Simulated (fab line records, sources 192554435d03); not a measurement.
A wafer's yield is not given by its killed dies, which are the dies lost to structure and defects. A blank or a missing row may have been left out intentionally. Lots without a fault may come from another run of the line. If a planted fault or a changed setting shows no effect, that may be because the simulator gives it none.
fab line records    flow n5Finfet
record lots=7  wafers=39
route steps=1938 shown MOL_CONTACT_COAG@581
startH: hours from the record's opening day to when the first of the lot's shown wafers began    waitH: hours elapsed since this lot's preceding step    " repeats the value in the row above    L1.1+2: several wafers, shown together as one row    - no value, or no start was given    * or withheld: withheld    < > ~ a bound
route shown NAME@n: NAME is a module with steps in the file, n the number in the route of the first one    usual: mean/standard deviation of fault-free wafers    same: alike in all rows    chamber/n: place in a boat    sites: per-site readings    _std_site: standard deviation of those values    _edge_site: the outer-site mean with the inner-site mean subtracted    radiusMm: how far each site lies from the wafer's centre    mask NAME#n: copy n    behind: the most recent tool/chamber to have shaped the wafer    hold: cause of the lot's hold/its duration in hours/its outcome    device: transistor that didn't switch, given as n, p or np    end of line: the tests these same wafers got at the end of their route    step lacking rows: just its recipe    killed: the dies lost at the first sort to structure and to defects; this is not the yield of the wafer    map: the dies of a wafer, with x for killed, . for not killed, _ for no die there
set.NAME: the run value of the setting; set.NAME@STEP: its run value at that earlier step    model.NAME: the simulator's own value behind a step, which no gauge read
lots with deliberately changed settings; one table per step, one row per wafer
## steps
# step N5_MOL_CONTACT_COAG_ETCH_91
# recipe chemistry=N2/H2  target=SOC  targetDepthA=600  overetchA=210  maskMaterial=SiARC  tempC=40  timeS=101.2  ionEnergyEv=200  pressureMtorr=30  sourceW=840  biasW=150  n2FlowSccm=200  h2FlowSccm=200
lot.wafer         tool        chamber      startH  waitH  set.targetDepthA  model.SiARC_of_MOL_CONTACT_COAG_COAT_76.thkNm
L075.3+4+5        rieDiel-05  0,1,2        109.51  0.0    600               5.8
L077.1+3          rieDiel-05  1,2          123.19  0.0    556.9             6
L077.2+5+6        "           0,2,3        "       "      600               5.8
L077.4            "           3            "       "      556.9             6.2
L081.1+5          rieDiel-05  2            143.48  0.0    667.4             5.4
L081.2+3+4        "           3,1,0        "       "      600               5.8
L081.6            "           3            "       "      667.4             5.6
L084.1+4+6        rieDiel-02  3,1,2        161.74  0.0    600               5.8
L084.2+5          "           2,3          "       "      653.1             5.4
L084.3            "           0            "       "      653.1             5.6
L085.1+2+3+4+5+6  rieDiel-02  1,0,3,2,2,3  167.83  0.0    600               5.8
L087.1+5+6        rieDiel-02  0,0,2        182.20  0.0    600               5.8
L087.2+3+4        "           2,1,1        "       "      550.5             6
L090.1+6          rieDiel-01  0            194.34  0.0    600               5.6
L090.2+3+4+5      "           1,3,2,1      "       "      600               5.8
## key
split step=N5_MOL_CONTACT_COAG_ETCH_91  setting=targetDepthA  stated=600  by=wafer
response step=N5_MOL_CONTACT_COAG_ETCH_91  reading=model.SiARC_of_MOL_CONTACT_COAG_COAT_76.thkNm  change=-0.0316  per=1%  r=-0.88
